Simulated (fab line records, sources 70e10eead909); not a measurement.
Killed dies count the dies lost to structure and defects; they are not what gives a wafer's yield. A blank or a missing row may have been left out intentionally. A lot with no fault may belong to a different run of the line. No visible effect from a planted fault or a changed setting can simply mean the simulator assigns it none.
Chamber matching | flow nand-harc | NHARC_A_STAIRCASE_DESCUM_168 on rie-diel-07: 4 sister chambers
The step chemistry O2, time 3 s. 4 wafers are shown with their chamber, then 12 later ones without.

== EACH WAFER AND ITS CHAMBER ==
wafer  | chamber | showerhead-plenum-p-Torr (Torr)
L083.3 | 3       | 1.93
L089.4 | 2       | 1.79
L088.5 | 1       | 1.91
L088.6 | 0       | 1.81

== WAFERS WHOSE CHAMBER IS MISSING ==
wafer  | showerhead-plenum-p-Torr (Torr)
L090.1 | 1.91
L090.4 | 1.93
L090.5 | 1.81
L093.1 | 1.93
L093.2 | 1.78
L093.4 | 1.80
L095.3 | 1.80
L095.4 | 1.92
L095.6 | 1.78
L096.1 | 1.92
L096.2 | 1.90
L096.6 | 1.92

== WHICH CHAMBER EACH ONE RAN IN ==
wafer  | from the rows above     | in truth
L090.1 | 1                       | 1
L090.4 | 3                       | 3
L090.5 | 0                       | 0
L093.1 | 3                       | 3
L093.2 | 2                       | 2
L093.4 | can't be placed: 0 or 2 | 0
L095.3 | can't be placed: 0 or 2 | 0
L095.4 | can't be placed: 1 or 3 | 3
L095.6 | 2                       | 2
L096.1 | can't be placed: 1 or 3 | 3
L096.2 | 1                       | 1
L096.6 | can't be placed: 1 or 3 | 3
Correctly placed: 7 of 12. From these rows, 5 cannot be placed; in 5 the true chamber is one of the candidates. Wrongly placed: 0.
How it was worked out, from the rows above alone: a wafer's distance from a chamber is the root of the sum, over the readings, of the square of ((its reading less the chamber's mean) divided by the reading's scatter). The wafer belongs to the nearest chamber; if the next one is less than 2 further off, it can't be placed. For every chamber, the mean is computed from those of its wafers that are shown. The scatter (one wafer shown for each chamber): square how far every hidden wafer sits from the nearest shown wafer, average those squares and take the square root.
